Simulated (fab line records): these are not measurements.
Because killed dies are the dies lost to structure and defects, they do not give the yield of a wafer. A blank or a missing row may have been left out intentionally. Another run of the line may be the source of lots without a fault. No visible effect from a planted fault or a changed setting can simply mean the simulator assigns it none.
Chamber matching    flow nandHarc    NHARC_P_M1_DEP_33 on pecvd-02 has 3 sister chambers
The step deposits SiCN, target thk 30 nm. 6 wafers are shown with their chamber, then 10 later ones without.

## EACH WAFER AND ITS CHAMBER
wafer   chamber  heaterPowerW (W)  chamberPressureTorr (Torr)
L084.2  2        547               3.010
L086.5  0        494               3.003
L087.4  0        480               2.995
L087.6  1        778               3.002
L090.1  2        610               2.991
L090.3  1        766               2.991

## WAFERS WHOSE CHAMBER IS MISSING
wafer   heaterPowerW (W)  chamberPressureTorr (Torr)
L090.6  503               2.998
L091.4  577               3.004
L091.5  485               3.014
L091.6  706               3.006
L094.1  536               2.997
L094.2  604               2.996
L094.5  617               3.005
L097.3  621               3.000
L097.4  736               3.001
L097.6  455               2.997

## WHICH CHAMBER EACH WENT THROUGH
wafer   from the rows above      in truth
L090.6  0                        0
L091.4  2                        2
L091.5  0                        0
L091.6  1                        1
L094.1  can't be placed: 2 or 0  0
L094.2  2                        2
L094.5  2                        2
L097.3  2                        2
L097.4  1                        1
L097.6  0                        0
Correct placement for 9 of the 10. Can't be placed from these rows: 1 (the true chamber is among the candidates in 1). Placed wrongly: 0.
How it was worked out, from the rows above alone: a wafer's distance from a chamber is the root of the sum, over the readings, of the square of ((its reading less the chamber's mean) divided by the reading's scatter). The wafer belongs to the nearest chamber; if the next one is less than 2 further off, it can't be placed. A chamber's mean is the mean of its shown wafers. The scatter is the square root of a quotient: the sum, over the shown wafers, of each reading's squared deviation from its chamber's mean, divided by wafers minus chambers.
